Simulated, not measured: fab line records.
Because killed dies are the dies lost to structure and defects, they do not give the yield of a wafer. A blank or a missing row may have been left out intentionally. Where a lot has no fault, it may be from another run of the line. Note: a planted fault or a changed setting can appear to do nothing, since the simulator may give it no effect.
Matching of chambers / flow n5_finfet / rie_diel-02 running N5_BEOL_M5_STRIP_19: 4 sister chambers
The step strips in O2. 4 wafers are shown with their chamber, then 9 later ones without.

## WAFERS, EACH WITH ITS CHAMBER
wafer=L082.1; chamber=3; throttle_valve_pct (%)=16.85
wafer=L082.2; chamber=1; throttle_valve_pct (%)=16.44
wafer=L088.4; chamber=0; throttle_valve_pct (%)=16.75
wafer=L088.6; chamber=2; throttle_valve_pct (%)=16.87

## WAFERS WITHOUT THEIR CHAMBER
wafer=L094.1; throttle_valve_pct (%)=16.81
wafer=L094.2; throttle_valve_pct (%)=16.49
wafer=L094.6; throttle_valve_pct (%)=16.79
wafer=L095.1; throttle_valve_pct (%)=16.92
wafer=L095.3; throttle_valve_pct (%)=16.81
wafer=L095.5; throttle_valve_pct (%)=16.50
wafer=L097.2; throttle_valve_pct (%)=16.51
wafer=L097.4; throttle_valve_pct (%)=16.83
wafer=L097.6; throttle_valve_pct (%)=16.52

## WHICH CHAMBER EACH ONE RAN IN
wafer=L094.1; from the rows above=can't be placed: 3 or 0 or 2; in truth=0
wafer=L094.2; from the rows above=1; in truth=1
wafer=L094.6; from the rows above=can't be placed: 0 or 3 or 2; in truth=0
wafer=L095.1; from the rows above=can't be placed: 2 or 3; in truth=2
wafer=L095.3; from the rows above=can't be placed: 3 or 0 or 2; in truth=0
wafer=L095.5; from the rows above=1; in truth=1
wafer=L097.2; from the rows above=1; in truth=1
wafer=L097.4; from the rows above=can't be placed: 3 or 2 or 0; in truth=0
wafer=L097.6; from the rows above=1; in truth=1
4 of 9 placed correctly. Can't be placed from these rows: 5 (the true chamber is among the candidates in 5). 0 placed wrongly.
How it was worked out, from the rows above alone: a wafer's distance from a chamber is the root of the sum, over the readings, of the square of ((its reading less the chamber's mean) divided by the reading's scatter). If the next closest chamber is less than 2 further off than the closest, the wafer can't be placed; otherwise it belongs to the closest. A chamber's mean is the mean of its shown wafers. The scatter (one wafer shown for each chamber): square how far every hidden wafer sits from the nearest shown wafer, average those squares and take the square root.
